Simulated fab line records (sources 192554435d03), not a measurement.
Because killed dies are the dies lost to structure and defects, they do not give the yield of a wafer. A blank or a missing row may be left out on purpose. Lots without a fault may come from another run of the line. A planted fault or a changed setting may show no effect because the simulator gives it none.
Matching of chambers | flow n5-finfet | N5_BEOL_M14_STRIP_37 on rie-diel-06: 4 sister chambers
The step strips in O2. 16 wafers are shown with their chamber, then 8 later ones without.

== WAFERS PAIRED WITH THEIR CHAMBERS ==
wafer  | chamber | drypump-motor-current-A (A) | showerhead-plenum-p-Torr (Torr) | throttle-valve-pct (%)
L081.1 | 3       | 6.8                         | 2.17                            | 16.86
L081.2 | 2       | 5.3                         | 2.04                            | 16.51
L081.6 | 3       | 6.8                         | 2.17                            | 16.87
L083.1 | 3       | 6.8                         | 2.17                            | 16.96
L083.3 | 0       | 5.5                         | 2.17                            | 16.89
L083.5 | 3       | 6.8                         | 2.17                            | 16.92
L084.1 | 2       | 5.4                         | 2.04                            | 16.51
L084.3 | 0       | 5.5                         | 2.17                            | 16.90
L084.6 | 0       | 5.5                         | 2.16                            | 16.91
L085.3 | 1       | 5.3                         | 2.05                            | 16.26
L085.4 | 2       | 5.4                         | 2.04                            | 16.56
L085.5 | 3       | 6.8                         | 2.17                            | 16.92
L087.3 | 2       | 5.4                         | 2.04                            | 16.56
L087.5 | 1       | 5.3                         | 2.05                            | 16.28
L087.6 | 0       | 5.5                         | 2.16                            | 16.90
L088.1 | 2       | 5.4                         | 2.04                            | 16.56

SIGNATURES (means of the wafers above)
reading                  | chamber 0 | chamber 1 | chamber 2 | chamber 3 | scatter within a chamber
drypump-motor-current-A  | 5.500     | 5.300     | 5.380     | 6.800     | 0.0258
showerhead-plenum-p-Torr | 2.1650    | 2.0500    | 2.0400    | 2.1700    | 0.00289
throttle-valve-pct       | 16.9000   | 16.2700   | 16.5400   | 16.9060   | 0.029
Rule: for each reading, subtract the chamber's mean from the wafer's reading, divide by that reading's scatter and square the result; add these up over the readings and take the root, which gives the wafer's distance from the chamber. The wafer belongs to the nearest chamber; if the next one is less than 2 further off, it can't be placed. How the scatter is found: for the shown wafers, subtract from each reading the mean of its chamber, square and add these, divide the total by (wafers less chambers), then take the root.

== WAFERS WITHOUT THEIR CHAMBER ==
wafer  | drypump-motor-current-A (A) | showerhead-plenum-p-Torr (Torr) | throttle-valve-pct (%)
L088.3 | 6.9                         | 2.16                            | 16.91
L088.4 | 5.5                         | 2.16                            | 16.93
L092.1 | 5.5                         | 2.16                            | 16.92
L092.2 | 5.4                         | 2.03                            | 16.59
L092.3 | 5.3                         | 2.04                            | 16.30
L097.3 | 5.4                         | 2.03                            | 16.64
L097.4 | 5.3                         | 2.04                            | 16.31
L097.5 | 5.5                         | 2.15                            | 16.96

== EACH ONE'S CHAMBER ==
wafer  | from the rows above | in truth
L088.3 | 3                   | 3
L088.4 | 0                   | 0
L092.1 | 0                   | 0
L092.2 | 2                   | 2
L092.3 | 1                   | 1
L097.3 | 2                   | 2
L097.4 | 1                   | 1
L097.5 | 0                   | 0
Placed correctly: 8 of 8. Not placeable from these rows: 0. Placed wrongly: 0.
